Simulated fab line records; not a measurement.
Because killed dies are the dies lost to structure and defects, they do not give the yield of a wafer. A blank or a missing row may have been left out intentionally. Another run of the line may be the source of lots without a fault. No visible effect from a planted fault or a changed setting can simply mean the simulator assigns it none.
Matching of chambers ; flow n5-finfet ; 4 sister chambers for N5_GATE_CUT_STRIP_42 on rie-diel-06
The step strips in O2. 4 wafers are shown with their chamber, then 7 later ones without.

## WAFERS PAIRED WITH THEIR CHAMBERS
wafer;chamber;drypump-motor-current-A (A)
L084.5;1;5.43
L090.4;0;5.08
L091.1;2;5.88
L091.2;3;5.30

## WAFERS MISSING THEIR CHAMBER
wafer;drypump-motor-current-A (A)
L091.4;5.31
L092.1;5.92
L092.2;5.04
L092.3;5.33
L094.1;5.43
L094.4;5.89
L094.5;5.45

## EACH ONE'S CHAMBER
wafer;from the rows above;in truth
L091.4;3;3
L092.1;2;2
L092.2;0;0
L092.3;3;3
L094.1;1;1
L094.4;2;2
L094.5;1;1
7 of 7 placed correctly. Left unplaced by these rows: 0. Wrongly placed: 0.
How it was worked out, from the rows above alone: a wafer's distance from a chamber is the root of the sum, over the readings, of the square of ((its reading less the chamber's mean) divided by the reading's scatter). If the next closest chamber is less than 2 further off than the closest, the wafer can't be placed; otherwise it belongs to the closest. The mean given for a chamber averages the wafers shown for that chamber. The scatter: with one shown wafer a chamber, the root of the mean of the squares of how far each hidden wafer lies from its nearest shown one.
